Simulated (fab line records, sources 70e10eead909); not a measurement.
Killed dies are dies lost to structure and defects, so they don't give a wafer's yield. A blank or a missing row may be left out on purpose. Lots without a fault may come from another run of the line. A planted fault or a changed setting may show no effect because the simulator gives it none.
fab line records | flow nand_harc
record lots=23 wafers=69 last_day=27
route steps=1159 shown P_ZERO_WELL@46 P_GATE@189 P_M1@299 A_STAIRCASE@580
lots that met no fault: from a run of the same line without faults
start_h: hours from the record's first day to the start of the lot's first wafer shown | wait_h: hours since the lot's step before | " the same as in the row above | L1.1+2: a row that stands for several wafers | - no value, or no start given | * or withheld: withheld | < > ~ a bound
route shown NAME@n: a module of which the file shows steps, and the number in the route of the first | usual: mean/standard deviation of fault-free wafers | same: alike in all rows | chamber/n: place in a boat | sites: the reading at each site | _std_site: their standard deviation | _edge_site: outer sites' mean less inner sites' | radius_mm: how far each site lies from the wafer's centre | mask NAME#n: copy n | behind: the tool/chamber that last shaped the wafer | hold: why the lot was held/for how many hours/how that ended | device: the transistor (n, p or np) that didn't switch | end of line: the same wafers' tests at the end of the route | a step without rows: its recipe alone | killed: dies lost to structure and defects at the first sort, not the wafer's yield | map: a wafer's dies, x killed, . not, _ none there
set.NAME: the setting as run; set.NAME@STEP: as run at that earlier step | model.NAME: the simulator's own value behind a step, which no gauge read
steps of the route over a sample of lots; a table a step, a row a wafer
services: from which hour (start_h, from the record's first day; less than 0 if before it) a tool's chamber was out of use, for how many hours, and why
## steps
# step NHARC_P_ZERO_WELL_DESCUM_39
# recipe time_s=3 o2_flow_sccm=200 ar_flow_sccm=0 bias_power_w=0 chemistry=O2
# usual drypump_motor_current_A=5.8/0.39 oes_product_au=1.002/0.008 rf_vpp_V=58.0/0.97 showerhead_plenum_p_Torr=1.94/0.086 throttle_valve_pct=11.311/0.0083
# columns lot.wafer tool chamber start_h wait_h drypump_motor_current_A oes_product_au rf_hours_counter_h rf_vpp_V showerhead_plenum_p_Torr throttle_valve_pct
L074.1 rie_diel-01 3 16.39 - 5.5 0.981 3 58.0 1.98 11.323
L074.5 " 3 " " 5.5 0.992 - 56.0 1.98 11.319
L074.6 " 0 " " 6.3 0.998 - 56.7 1.92 11.316
L075.2 rie_diel-01 1 22.37 - 5.2 1.003 4 57.0 1.80 11.312
L075.3 " 3 " " 5.5 1.001 4 58.5 1.98 11.316
L075.6 " 2 " " 5.6 1.024 - 59.3 1.97 11.297
L076.3 rie_diel-02 1 28.39 - 5.5 1.006 5 57.5 2.05 11.308
L076.1 " 2 " " 5.8 0.988 5 57.7 2.07 11.312
L076.4 " 3 " " 5.5 0.995 1 58.2 1.88 11.312
L077.4 rie_diel-01 1 34.20 - 5.2 0.992 4 57.5 1.80 11.304
L077.1 " 3 " " 5.5 1.012 5 57.3 1.98 11.318
L077.6 " 0 " " 6.3 1.004 - 57.7 1.92 11.319
L079.4 rie_diel-02 2 46.50 - 5.8 1.013 6 59.4 2.06 11.310
L079.5 " 0 " " 6.0 0.994 - 57.3 1.88 11.321
L079.6 " 1 " " 5.5 0.998 - 57.9 2.05 11.302
L080.4 rie_diel-02 0 52.30 - 6.0 1.001 6 60.2 1.88 11.299
L080.1 " 2 " " 5.8 0.997 6 58.9 2.06 11.299
L080.2 " 3 " " 5.5 0.986 2 59.2 1.88 11.313
L081.3 rie_diel-01 0 60.50 - 6.3 1.014 6 59.1 1.92 11.317
L081.4 " 1 " " 5.2 1.010 6 57.9 1.80 11.316
L081.2 " 3 " " 5.5 1.013 6 59.0 1.98 11.305
L082.4 rie_diel-02 2 64.43 - 5.8 1.004 7 59.5 2.07 11.310
L082.2 " 0 " " 6.0 0.993 7 57.5 1.88 11.315
L082.6 " 2 " " 5.8 0.993 - 58.2 2.06 11.310
L083.3 rie_diel-02 2 70.47 - 5.8 1.005 7 59.0 2.06 11.316
L083.6 " 1 " " 5.5 1.005 - 61.3 2.05 11.300
L083.5 " 2 " " 5.8 1.001 - 59.6 2.06 11.301
L084.1 rie_diel-10 3 76.28 - 6.6 0.993 5 57.2 1.85 11.295
L084.3 " 0 " " 6.1 1.006 6 57.9 2.00 11.320
L084.5 " 2 " " 6.4 1.009 - 56.3 1.87 11.303
L085.6 rie_diel-01 0 82.45 - 6.3 1.010 - 57.9 1.92 11.307
L085.4 " 1 " " 5.2 0.995 - 57.4 1.80 11.309
L085.5 " 2 " " 5.7 0.996 - 58.1 1.97 11.302
L086.4 rie_diel-01 2 88.27 - 5.7 1.013 9 57.7 1.97 11.292
L086.2 " 0 " " 6.3 1.022 8 57.3 1.92 11.303
L086.6 " 1 " " 5.2 1.006 - 57.6 1.80 11.320
L087.4 rie_diel-02 1 94.62 - 5.5 1.014 9 57.9 2.05 11.315
L087.6 " 1 " " 5.5 1.001 - 58.7 2.05 11.311
L087.5 " 2 " " 5.8 1.004 - 59.7 2.06 11.320
L088.2 rie_diel-01 2 100.51 - 5.7 1.016 10 57.8 1.97 11.314
L088.6 " 0 " " 6.3 1.011 - 57.7 1.92 11.307
L088.5 " 1 " " 5.2 1.004 - 57.5 1.80 11.300
L089.3 rie_diel-02 3 106.41 - 5.5 1.000 5 57.9 1.88 11.317
L089.2 " 2 " " 5.8 0.998 9 57.8 2.06 11.313
L089.6 " 0 " " 6.0 1.006 - 57.0 1.88 11.317
L090.2 rie_diel-01 2 112.24 - 5.7 1.015 10 59.0 1.97 11.310
L090.1 " 0 " " 6.4 1.012 9 59.1 1.92 11.308
L090.5 " 2 " " 5.7 1.009 - 57.8 1.97 11.294
L091.1 rie_diel-02 3 118.35 - 5.5 1.000 6 57.3 1.88 11.316
L091.3 " 0 " " 6.0 0.995 11 57.6 1.88 11.303
L091.4 " 2 " " 5.8 1.007 10 58.9 2.06 11.296
L092.2 rie_diel-01 2 124.28 - 5.7 1.010 11 56.4 1.97 11.303
L092.6 " 2 " " 5.7 1.005 - 57.6 1.97 11.316
L092.5 " 3 " " 5.6 1.001 - 59.3 1.98 11.321
L093.2 rie_diel-10 0 130.43 - 6.1 1.007 10 58.2 2.00 11.306
L093.1 " 1 " " 5.3 1.005 11 58.9 1.93 11.298
L093.5 " 1 " " 5.3 1.013 - 56.8 1.93 11.303
L094.1 rie_diel-02 1 136.14 - 5.5 1.010 12 59.0 2.05 11.309
L094.6 " 0 " " 6.0 1.001 - 58.4 1.88 11.310
L094.5 " 1 " " 5.5 1.020 - 57.7 2.05 11.327
L095.2 rie_diel-10 0 142.42 - 6.1 1.003 10 56.3 2.00 11.305
L095.1 " 3 " " 6.5 1.000 11 56.4 1.84 11.311
L095.6 " 0 " " 6.1 0.987 - 59.5 2.00 11.304
L096.2 rie_diel-02 0 148.21 - 6.0 1.000 13 57.5 1.88 11.313
L096.5 " 1 " " 5.5 1.003 - 57.8 2.05 11.314
L096.6 " 2 " " 5.8 0.993 - 60.0 2.06 11.320
L097.3 rie_diel-10 3 154.45 - 6.5 0.995 12 56.9 1.84 11.319
L097.4 " 0 " " 6.1 1.006 12 58.2 2.00 11.307
L097.6 " 2 " " 6.4 1.004 - 55.0 1.87 11.306
# step NHARC_P_GATE_STRIP_112
# recipe power_w=1500 temp_c=110 time_s=200 chemistry=N2/H2
# usual drypump_motor_current_A=5.8/0.47 heater_power_w=93/7.1
# columns lot.wafer tool chamber start_h wait_h drypump_motor_current_A heater_power_w rf_hours_counter_h
L074.1 plasma_asher-02 0 92.73 0.2 5.2 102 26
L074.6 " 0 " " 5.2 104 -
L074.5 " 1 " " 6.5 98 -
L075.2 plasma_asher-01 0 112.00 0.2 5.7 87 1
L075.3 " 0 " " 5.7 84 -
L075.6 " 0 " " 5.8 86 -
L076.1 plasma_asher-02 1 112.12 0.2 6.5 98 35
L076.3 " 1 " " 6.5 97 -
L076.4 " 0 " " 5.2 103 -
L077.1 plasma_asher-01 1 120.48 0.2 5.7 87 4
L077.4 " 0 " " 5.7 84 -
L077.6 " 1 " " 5.7 87 -
L079.4 plasma_asher-02 1 134.83 0.2 6.5 96 -
L079.5 " 1 " " 6.5 98 -
L079.6 " 0 " " 5.2 100 -
L080.1 plasma_asher-02 1 144.33 0.2 6.5 95 45
L080.2 " 0 " " 5.2 101 45
L080.4 " 0 " " 5.2 100 -
L082.2 plasma_asher-01 1 145.84 0.2 5.6 86 11
L082.4 " 1 " " 5.6 85 -
L082.6 " 1 " " 5.6 85 -
L081.2 plasma_asher-02 0 146.88 0.2 5.2 100 46
L081.3 " 1 " " 6.5 97 -
L081.4 " 0 " " 5.2 101 -
L084.1 plasma_asher-01 1 158.06 0.2 5.6 87 16
L084.3 " 0 " " 5.7 86 -
L084.5 " 1 " " 5.6 87 -
L083.3 plasma_asher-02 1 158.82 0.2 6.5 100 -
L083.5 " 1 " " 6.5 96 -
L083.6 " 0 " " 5.2 102 -
L085.4 plasma_asher-01 1 183.55 0.2 5.6 86 -
L085.5 " 0 " " 5.7 84 -
L085.6 " 1 " " 5.6 86 -
L088.2 plasma_asher-01 0 184.44 0.2 5.7 88 23
L088.5 " 1 " " 5.6 85 -
L088.6 " 0 " " 5.7 87 -
L086.2 plasma_asher-01 0 185.05 0.6 5.7 84 24
L086.4 " 1 " " 5.6 87 -
L086.6 " 1 " " 5.6 85 -
L087.4 plasma_asher-01 0 191.83 0.2 5.7 87 -
L087.6 " 0 " " 5.7 86 -
L087.5 " 1 " " 5.6 85 -
L090.1 plasma_asher-02 1 196.73 0.2 6.5 97 1
L090.2 " 0 " " 5.2 100 1
L090.5 " 1 " " 6.5 96 -
L089.2 plasma_asher-02 0 197.73 0.2 5.2 101 2
L089.3 " 0 " " 5.2 103 -
L089.6 " 0 " " 5.2 103 -
L091.1 plasma_asher-01 0 206.50 0.2 5.7 85 34
L091.3 " 1 " " 5.6 85 -
L091.4 " 0 " " 5.8 87 -
L092.2 plasma_asher-02 1 212.94 0.2 6.5 95 7
L092.6 " 1 " " 6.5 100 -
L092.5 " 0 " " 5.2 103 -
L094.1 plasma_asher-01 1 222.96 0.2 5.6 85 39
L094.5 " 0 " " 5.7 88 -
L094.6 " 1 " " 5.6 86 -
L093.1 plasma_asher-01 1 224.62 0.2 5.6 87 40
L093.2 " 0 " " 5.7 87 40
L093.5 " 0 " " 5.7 88 -
L095.1 plasma_asher-02 0 232.02 0.2 5.2 104 15
L095.2 " 1 " " 6.5 97 15
L095.6 " 0 " " 5.2 103 -
L096.2 plasma_asher-02 0 234.60 0.2 5.1 101 16
L096.6 " 0 " " 5.2 100 -
L096.5 " 1 " " 6.5 99 -
L097.3 plasma_asher-02 0 251.10 0.2 5.2 101 -
L097.4 " 1 " " 6.5 98 -
L097.6 " 0 " " 5.2 103 -
# step NHARC_P_M1_ETCH_35
# recipe target_depth_a=400 overetch_a=120 time_s=43.94 ion_energy_ev=200 n2_flow_sccm=150 h2_flow_sccm=150 ar_flow_sccm=0 rf_w=400 bias_w=150 chemistry=N2/H2
# usual bias_w=149.9/0.39 drypump_motor_current_A=5.5/0.36 oes_product_au=1.001/0.0077 rf_vpp_V=431.7/2.7 showerhead_plenum_p_Torr=2.08/0.094 throttle_valve_pct=14.173/0.0087
# columns lot.wafer tool chamber start_h wait_h bias_w drypump_motor_current_A oes_product_au rf_hours_counter_h rf_vpp_V showerhead_plenum_p_Torr throttle_valve_pct
L074.1 rie_diel-07 3 110.37 0.1 149.6 5.4 1.002 0.9 436.0 2.21 14.180
L074.6 " 1 " " 149.2 6.0 1.003 - 433.0 2.15 14.171
L074.5 " 2 " " 150.2 5.7 1.002 - 433.4 2.12 14.183
L075.3 rie_diel-07 0 132.08 0.1 149.9 5.2 0.998 2.0 433.6 2.18 14.168
L075.2 " 3 " " 149.9 5.4 1.011 1.5 436.1 2.21 14.173
L075.6 " 1 " " 149.9 6.0 0.995 - 432.8 2.15 14.175
L076.3 rie_diel-12 3 133.33 0.1 149.6 5.1 0.998 4.6 428.1 2.00 14.177
L076.4 " 1 " " 150.0 5.7 0.988 4.9 427.3 1.93 14.197
L076.1 " 2 " " 150.4 5.4 0.981 5.0 433.3 2.17 14.173
L077.4 rie_diel-07 1 136.09 0.1 150.0 6.0 0.990 2.0 434.2 2.15 14.165
L077.1 " 2 " " 149.4 5.6 0.992 1.8 432.1 2.12 14.176
L077.6 " 0 " " 149.7 5.2 0.996 - 433.8 2.18 14.182
L079.4 rie_diel-07 0 149.23 0.1 149.9 5.2 1.004 2.5 434.9 2.18 14.189
L079.6 " 3 " " 150.0 5.4 1.007 - 435.0 2.21 14.166
L079.5 " 0 " " 150.0 5.2 1.001 - 435.8 2.18 14.168
L080.2 rie_diel-12 3 162.96 0.1 150.1 5.1 1.004 7.0 429.8 2.00 14.176
L080.4 " 1 " " 150.0 5.7 0.999 7.1 427.5 1.93 14.158
L080.1 " 2 " " 150.0 5.4 0.999 7.1 434.1 2.16 14.175
L082.2 rie_diel-01 0 164.10 0.1 150.5 6.3 1.009 1.3 430.9 2.04 14.180
L082.4 " 3 " " 149.9 5.5 0.999 2.1 432.6 2.11 14.171
L082.6 " 1 " " 150.3 5.2 1.004 - 427.9 1.91 14.176
L081.3 rie_diel-01 0 165.26 0.1 149.8 6.3 0.992 1.5 430.0 2.04 14.177
L081.2 " 1 " " 149.6 5.2 1.000 1.6 426.6 1.91 14.191
L081.4 " 3 " " 149.5 5.5 0.998 2.2 432.9 2.11 14.165
L084.1 rie_diel-07 3 173.10 0.1 149.9 5.4 1.006 2.4 435.9 2.21 14.174
L084.3 " 1 " " 149.9 6.0 0.998 2.9 433.8 2.15 14.167
L084.5 " 3 " " 149.7 5.4 0.995 - 434.2 2.21 14.180
L083.3 rie_diel-01 1 173.84 0.1 150.2 5.2 0.993 2.2 426.5 1.91 14.173
L083.5 " 0 " " 149.5 6.3 0.991 - 431.4 2.04 14.167
L083.6 " 1 " " 149.3 5.2 0.989 - 427.2 1.91 14.181
L085.4 rie_diel-01 2 199.02 0.1 149.9 5.7 0.996 4.8 431.1 2.10 14.160
L085.5 " 3 " " 149.8 5.5 1.004 - 432.7 2.11 14.174
L085.6 " 0 " " 149.5 6.3 1.001 - 430.5 2.04 14.187
L088.2 rie_diel-12 2 199.79 0.1 149.9 5.4 0.991 9.5 435.1 2.16 14.185
L088.6 " 3 " " 149.8 5.1 1.005 - 429.2 2.00 14.177
L088.5 " 0 " " 149.9 5.3 0.996 - 432.6 2.07 14.171
L086.2 rie_diel-01 3 200.51 0.1 149.6 5.5 1.007 4.9 431.4 2.11 14.179
L086.4 " 1 " " 149.9 5.2 1.006 4.2 425.3 1.91 14.185
L086.6 " 0 " " 149.6 6.3 1.016 - 430.6 2.04 14.182
L087.4 rie_diel-12 3 213.93 0.1 150.1 5.1 1.012 0.1 428.6 2.00 14.189
L087.6 " 2 " " 150.8 5.4 1.007 - 435.0 2.16 14.169
L087.5 " 3 " " 150.7 5.1 1.016 - 429.1 2.00 14.160
L090.1 rie_diel-12 0 221.21 0.1 150.4 5.3 0.999 0.9 431.7 2.07 14.185
L090.2 " 3 " " 149.7 5.1 1.014 0.8 431.3 2.00 14.165
L090.5 " 1 " " 149.9 5.7 1.006 - 428.1 1.93 14.175
L089.3 rie_diel-01 0 224.58 0.1 150.2 6.3 1.002 7.3 430.7 2.04 14.180
L089.2 " 1 " " 149.8 5.2 1.003 7.4 426.5 1.91 14.177
L089.6 " 0 " " 149.3 6.3 0.998 - 431.7 2.04 14.172
L091.3 rie_diel-07 3 225.39 0.1 149.6 5.4 1.006 3.5 433.9 2.21 14.173
L091.4 " 0 " " 149.7 5.2 1.006 4.0 433.8 2.18 14.179
L091.1 " 1 " " 150.3 6.0 0.992 3.9 434.1 2.15 14.167
L092.2 rie_diel-12 0 227.31 0.1 150.8 5.3 1.011 1.2 432.2 2.07 14.161
L092.5 " 3 " " 149.6 5.1 1.003 - 426.8 2.00 14.162
L092.6 " 0 " " 150.2 5.3 0.994 - 430.9 2.07 14.178
L094.1 rie_diel-07 2 237.38 0.1 150.3 5.6 0.988 0.0 432.6 2.12 14.174
L094.5 " 2 " " 149.7 5.6 1.008 - 433.1 2.12 14.160
L094.6 " 3 " " 149.5 5.4 0.993 - 435.4 2.21 14.169
L093.2 rie_diel-12 1 242.06 0.1 150.5 5.7 1.014 1.3 427.8 1.93 14.166
L093.1 " 2 " " 149.8 5.4 0.994 1.2 434.7 2.16 14.165
L093.5 " 2 " " 149.6 5.4 0.996 - 434.8 2.16 14.167
L095.1 rie_diel-12 3 247.05 0.1 150.3 5.1 1.003 1.6 429.8 2.00 14.178
L095.2 " 0 " " 150.3 5.3 1.001 1.7 431.6 2.07 14.166
L095.6 " 2 " " 150.1 5.4 0.987 - 435.2 2.16 14.163
L096.2 rie_diel-01 0 249.16 0.1 150.5 6.3 1.000 9.8 430.8 2.04 14.171
L096.6 " 1 " " 150.4 5.2 1.000 - 426.4 1.91 14.170
L096.5 " 2 " " 150.1 5.7 1.013 - 431.3 2.10 14.162
L097.3 rie_diel-07 0 265.80 0.1 149.8 5.2 0.995 0.7 435.0 2.18 14.168
L097.4 " 1 " " 150.1 6.1 1.000 0.8 433.1 2.15 14.159
L097.6 " 0 " " 149.7 5.2 0.990 - 432.9 2.18 14.167
# step NHARC_P_M1_INSPECT_27
# usual raw_defect_count=306/110
# columns lot.wafer tool chamber start_h wait_h raw_defect_count
L074.1 defect_inspect-02 - 112.84 0.0 297
L074.5 " - " " 192
L074.6 " - " " 283
L075.2 defect_inspect-01 - 134.60 0.0 568
L075.3 " - " " 450
L075.6 " - " " 565
L076.1 defect_inspect-01 - 135.88 0.0 405
L076.3 " - " " 347
L076.4 " - " " 536
L077.1 defect_inspect-01 - 138.58 0.0 328
L077.4 " - " " 377
L077.6 " - " " 221
L079.4 defect_inspect-02 - 151.74 0.0 313
L079.5 " - " " 232
L079.6 " - " " 500
L080.1 defect_inspect-01 - 165.49 0.0 435
L080.2 " - " " 377
L080.4 " - " " 558
L082.2 defect_inspect-02 - 166.63 0.0 266
L082.4 " - " " 402
L082.6 " - " " 548
L081.2 defect_inspect-01 - 167.78 0.0 259
L081.3 " - " " 319
L081.4 " - " " 293
L084.1 defect_inspect-02 - 175.65 0.0 315
L084.3 " - " " 182
L084.5 " - " " 340
L083.3 defect_inspect-02 - 176.33 0.0 380
L083.5 " - " " 203
L083.6 " - " " 246
L085.4 defect_inspect-02 - 201.74 0.0 345
L085.5 " - " " 308
L085.6 " - " " 372
L088.2 defect_inspect-01 - 202.96 0.0 268
L088.5 " - " " 287
L088.6 " - " " 204
L086.2 defect_inspect-02 - 203.26 0.0 270
L086.4 " - " " 236
L086.6 " - " " 379
L087.4 defect_inspect-01 - 216.42 0.0 259
L087.5 " - " " 175
L087.6 " - " " 245
L090.1 defect_inspect-01 - 223.90 0.0 499
L090.2 " - " " 335
L090.5 " - " " 323
L089.2 defect_inspect-02 - 227.16 0.0 244
L089.3 " - " " 260
L089.6 " - " " 342
L091.1 defect_inspect-02 - 228.15 0.0 214
L091.3 " - " " 263
L091.4 " - " " 280
L092.2 defect_inspect-01 - 229.79 0.0 177
L092.5 " - " " 140
L092.6 " - " " 139
L094.1 defect_inspect-02 - 239.87 0.0 220
L094.5 " - " " 226
L094.6 " - " " 232
L093.1 defect_inspect-02 - 244.58 0.0 212
L093.2 " - " " 319
L093.5 " - " " 166
L095.1 defect_inspect-02 - 249.55 0.0 245
L095.2 " - " " 244
L095.6 " - " " 179
L096.2 defect_inspect-02 - 251.65 0.0 218
L096.5 " - " " 221
L096.6 " - " " 241
L097.3 defect_inspect-02 - 268.62 0.0 213
L097.4 " - " " 316
L097.6 " - " " 276
# step NHARC_A_STAIRCASE_DESCUM_186
# recipe time_s=3 o2_flow_sccm=200 ar_flow_sccm=0 bias_power_w=0 chemistry=O2
# usual drypump_motor_current_A=5.6/0.42 oes_product_au=1.001/0.009 rf_vpp_V=57.7/0.91 showerhead_plenum_p_Torr=1.89/0.087 throttle_valve_pct=11.312/0.0097
# columns lot.wafer tool chamber start_h wait_h drypump_motor_current_A oes_product_au rf_hours_counter_h rf_vpp_V showerhead_plenum_p_Torr throttle_valve_pct
L074.1 rie_diel-09 3 224.00 - 5.3 1.008 54 58.5 1.93 11.322
L074.5 " 3 " " 5.2 0.999 - 58.6 1.93 11.305
L074.6 " 0 " " 4.8 1.011 - 57.8 1.82 11.322
L075.3 rie_diel-13 1 255.74 - 5.3 0.994 52 57.3 1.87 11.307
L075.2 " 3 " " 6.5 0.986 54 56.5 1.77 11.290
L075.6 " 2 " " 5.7 1.000 - 57.1 1.80 11.323
L076.3 rie_diel-11 1 255.90 - 5.7 1.004 16 56.8 1.94 11.300
L076.1 " 2 " " 5.8 1.000 19 57.7 1.88 11.318
L076.4 " 3 " " 5.7 0.994 18 57.7 1.87 11.322
L077.4 rie_diel-13 0 256.05 - 5.4 0.982 52 59.0 1.95 11.315
L077.1 " 2 " " 5.7 0.990 52 56.3 1.80 11.295
L077.6 " 0 " " 5.5 0.983 - 57.8 1.95 11.313
L079.4 rie_diel-11 2 264.28 - 5.7 1.006 24 58.4 1.88 11.315
L079.5 " 0 " " 5.5 1.009 - 56.4 1.80 11.313
L079.6 " 1 " " 5.7 1.013 - 57.4 1.94 11.301
L081.3 rie_diel-11 3 285.30 - 5.7 1.001 32 57.6 1.87 11.310
L081.4 " 0 " " 5.5 1.006 34 58.5 1.80 11.302
L081.2 " 1 " " 5.7 1.019 31 58.7 1.94 11.320
L082.4 rie_diel-11 1 285.57 - 5.7 0.997 31 57.8 1.94 11.298
L082.2 " 3 " " 5.7 1.009 32 56.9 1.87 11.305
L082.6 " 1 " " 5.7 1.003 - 58.0 1.94 11.312
L080.1 rie_diel-13 2 292.63 - 5.7 1.006 4 56.7 1.80 11.328
L080.4 " 3 " " 6.5 0.994 4 58.3 2.08 11.320
L080.2 " 1 " " 5.3 0.989 4 57.9 1.87 11.325
L084.3 rie_diel-09 3 296.15 - 5.3 1.014 14 57.7 1.93 11.311
L084.1 " 0 " " 4.9 1.000 12 57.1 1.81 11.297
L084.5 " 0 " " 4.8 0.993 - 56.8 1.81 11.302
L083.3 rie_diel-09 0 296.68 - 4.9 0.981 12 56.7 1.81 11.311
L083.6 " 0 " " 4.8 0.998 - 57.2 1.81 11.311
L083.5 " 2 " " 5.3 1.005 - 56.4 1.93 11.308
L088.2 rie_diel-13 2 312.56 - 5.7 1.008 10 57.1 1.80 11.323
L088.5 " 0 " " 5.4 1.000 - 58.8 1.95 11.316
L088.6 " 1 " " 5.4 0.998 - 56.6 1.86 11.291
L086.2 rie_diel-11 3 312.93 - 5.7 1.002 43 56.4 1.87 11.326
L086.4 " 0 " " 5.5 1.011 45 57.3 1.79 11.309
L086.6 " 1 " " 5.7 1.000 - 57.8 1.93 11.315
L085.4 rie_diel-09 1 316.68 - 5.4 0.984 14 58.8 2.07 11.330
L085.6 " 3 " " 5.2 1.009 - 57.8 1.92 11.326
L085.5 " 0 " " 4.8 0.995 - 57.7 1.81 11.305
L087.4 rie_diel-13 2 330.50 - 5.7 0.996 16 57.1 1.79 11.313
L087.5 " 1 " " 5.3 0.997 - 57.7 1.86 11.304
L087.6 " 2 " " 5.7 0.999 - 57.6 1.79 11.318
L089.2 rie_diel-11 3 335.72 - 5.7 1.013 52 57.9 1.86 11.316
L089.3 " 2 " " 5.8 1.011 52 57.8 1.87 11.319
L089.6 " 3 " " 5.8 1.007 - 57.1 1.86 11.303
L090.2 rie_diel-13 2 336.01 - 5.7 1.005 18 57.9 1.79 11.312
L090.1 " 1 " " 5.3 1.003 18 57.9 1.86 11.303
L090.5 " 2 " " 5.7 1.010 - 59.2 1.79 11.317
L091.1 rie_diel-13 1 346.23 - 5.4 1.008 20 58.6 1.86 11.309
L091.3 " 2 " " 5.7 1.011 20 58.1 1.79 11.328
L091.4 " 0 " " 5.4 1.010 19 60.0 1.95 11.324
L092.2 rie_diel-13 3 349.86 - 6.5 0.989 20 57.2 2.07 11.309
L092.5 " 2 " " 5.8 1.008 - 58.3 1.79 11.307
L092.6 " 3 " " 6.5 0.991 - 58.7 2.07 11.303
L094.1 rie_diel-11 2 353.84 - 5.8 1.017 56 57.5 1.87 11.333
L094.6 " 1 " " 5.7 1.003 - 57.0 1.93 11.296
L094.5 " 2 " " 5.8 1.014 - 57.7 1.87 11.318
L093.1 rie_diel-09 2 356.92 - 5.3 0.992 28 59.1 1.92 11.309
L093.2 " 3 " " 5.2 0.997 34 58.2 1.92 11.306
L093.5 " 3 " " 5.2 1.012 - 57.3 1.92 11.317
L095.1 rie_diel-13 3 367.28 - 6.5 0.997 28 59.9 2.07 11.310
L095.2 " 0 " " 5.4 1.005 28 58.6 1.94 11.306
L095.6 " 2 " " 5.7 1.009 - 56.3 1.79 11.322
L096.2 rie_diel-13 0 367.58 - 5.4 1.015 28 58.3 1.94 11.295
L096.5 " 1 " " 5.4 0.995 - 57.2 1.86 11.300
L096.6 " 2 " " 5.7 1.013 - 56.3 1.79 11.312
L097.4 rie_diel-09 2 379.04 - 5.3 1.003 40 57.7 1.92 11.311
L097.3 " 0 " " 4.8 0.995 38 56.4 1.80 11.307
L097.6 " 2 " " 5.3 0.997 - 58.5 1.92 11.323
# step NHARC_A_STAIRCASE_ETCH_230
# recipe target_depth_a=1000 time_s=40.5 ion_energy_ev=400 c4f8_flow_sccm=20 o2_flow_sccm=10 ar_flow_sccm=withheld rf_w=600 bias_w=1000 chemistry=C4F8/O2
# usual bias_w=1000.5/2.7 oes_product_au=0.954/0.014 rf_vpp_V=896/5.5
# columns lot.wafer tool chamber start_h wait_h bias_w oes_product_au rf_hours_counter_h rf_vpp_V
L074.1 rie_diel-11 1 - - 1004.6 0.954 12 898
L074.6 " 2 " " 1003.3 0.949 - 895
L074.5 " 3 " " 998.8 0.958 - 894
L075.3 rie_diel-09 0 - - 998.2 0.978 0 890
L075.2 " 2 " " 1000.2 0.957 0 898
L075.6 " 0 " " 998.7 0.977 - 891
L077.1 rie_diel-13 2 - - 999.9 0.938 58 889
L077.4 " 0 " " 1001.4 0.920 57 898
L077.6 " 1 " " 997.9 0.936 - 893
L076.1 rie_diel-11 1 - - 993.6 0.947 21 898
L076.4 " 2 " " 997.2 0.956 24 894
L076.3 " 3 " " 1002.3 0.976 24 894
L079.4 rie_diel-09 3 - - 1000.6 0.950 1 896
L079.6 " 2 " " 993.5 0.945 - 896
L079.5 " 3 " " 1003.1 0.956 - 897
L081.3 rie_diel-09 2 - - 1001.3 0.968 9 898
L081.2 " 0 " " 996.6 0.961 10 889
L081.4 " 2 " " 1000.6 0.957 - 897
L082.4 rie_diel-11 3 - - 1001.6 0.947 37 892
L082.2 " 1 " " 1001.6 0.966 34 898
L082.6 " 3 " " 1003.6 0.948 - 893
L080.4 rie_diel-13 0 - - 1003.1 0.933 7 898
L080.1 " 1 " " 1000.6 0.925 7 893
L080.2 " 2 " " 996.0 0.947 7 888
L084.3 rie_diel-11 1 - - 999.0 0.949 39 897
L084.1 " 0 " " 1001.6 0.945 42 890
L084.5 " 2 " " 999.5 0.947 - 893
L083.3 rie_diel-09 2 - - 999.7 0.952 13 896
L083.6 " 0 " " 998.9 0.979 - 890
L083.5 " 1 " " 998.4 0.961 - 907
L088.2 rie_diel-11 3 - - 1002.8 0.949 46 893
L088.6 " 2 " " 1000.9 0.948 - 894
L088.5 " 3 " " 1001.6 0.951 - 893
L086.2 rie_diel-09 2 - - 999.6 0.955 19 896
L086.4 " 3 " " 1003.8 0.973 24 896
L086.6 " 2 " " 999.7 0.961 - 898
L085.4 rie_diel-09 0 - - 1003.7 0.940 25 890
L085.6 " 2 " " 1005.4 0.942 - 897
L085.5 " 3 " " 1002.7 0.934 - 897
L087.4 rie_diel-09 0 - - 996.3 0.961 28 889
L087.6 " 1 " " 1004.8 0.976 - 904
L087.5 " 2 " " 999.0 0.975 - 897
L089.3 rie_diel-09 1 - - 1002.6 0.934 22 905
L089.2 " 3 " " 1001.0 0.958 30 896
L089.6 " 2 " " 1003.1 0.940 - 896
L090.1 rie_diel-11 1 - - 1002.7 0.956 50 897
L090.2 " 2 " " 999.3 0.945 53 895
L090.5 " 1 " " 1001.7 0.959 - 898
L091.4 rie_diel-13 2 - - 1000.7 0.948 22 888
L091.1 " 0 " " 1003.8 0.953 22 900
L091.3 " 1 " " 997.7 0.942 23 892
L092.2 rie_diel-13 2 - - 1003.4 0.986 23 888
L092.6 " 0 " " 1002.1 0.966 - 898
L092.5 " 1 " " 1000.5 0.954 - 891
L094.1 rie_diel-11 3 - - 1000.4 0.933 62 893
L094.6 " 2 " " 998.5 0.938 - 892
L094.5 " 3 " " 1002.7 0.928 - 894
L093.2 rie_diel-09 2 - - 1003.9 0.978 34 895
L093.1 " 0 " " 999.6 0.963 32 890
L093.5 " 1 " " 999.8 0.963 - 904
L095.2 rie_diel-13 3 - - 1002.8 0.942 34 906
L095.1 " 0 " " 1003.3 0.968 34 896
L095.6 " 3 " " 1001.2 0.937 - 905
L096.2 rie_diel-09 1 - - 1006.1 0.947 37 904
L096.5 " 0 " " 1001.7 0.948 - 890
L096.6 " 1 " " 1005.7 0.936 - 906
L097.3 rie_diel-13 3 - - 1002.8 0.969 36 907
L097.4 " 0 " " 1003.0 0.960 36 896
L097.6 " 2 " " 999.8 0.944 - 888
## services
# columns tool chamber start_h hours kind
plasma_asher-02 - 6.12 9.0 pm
rie_diel-11 - 12.65 9.0 pm
rie_diel-01 2 63.93 1.9 repair
rie_diel-01 3 76.45 6.5 repair
rie_diel-09 - 77.15 9.0 pm
rie_diel-13 - 99.20 9.0 pm
rie_diel-01 3 110.10 10.6 repair
rie_diel-01 - 125.82 0.7 repair
rie_diel-11 0 136.05 3.2 repair
rie_diel-09 1 136.78 2.4 repair
rie_diel-01 - 137.80 9.0 pm
rie_diel-11 - 189.65 9.0 pm
rie_diel-01 3 200.75 34.3 repair
rie_diel-01 2 202.18 19.0 repair
rie_diel-13 2 225.68 4.4 repair
rie_diel-11 1 241.89 9.1 repair
rie_diel-09 - 254.15 9.0 pm
rie_diel-13 - 276.20 9.0 pm
rie_diel-09 1 290.16 10.6 repair
rie_diel-01 - 314.83 9.0 pm
rie_diel-01 3 325.50 20.0 repair
rie_diel-09 - 350.67 2.0 repair
rie_diel-11 - 366.68 9.0 pm
rie_diel-01 1 376.04 2.1 repair
## key
fault none
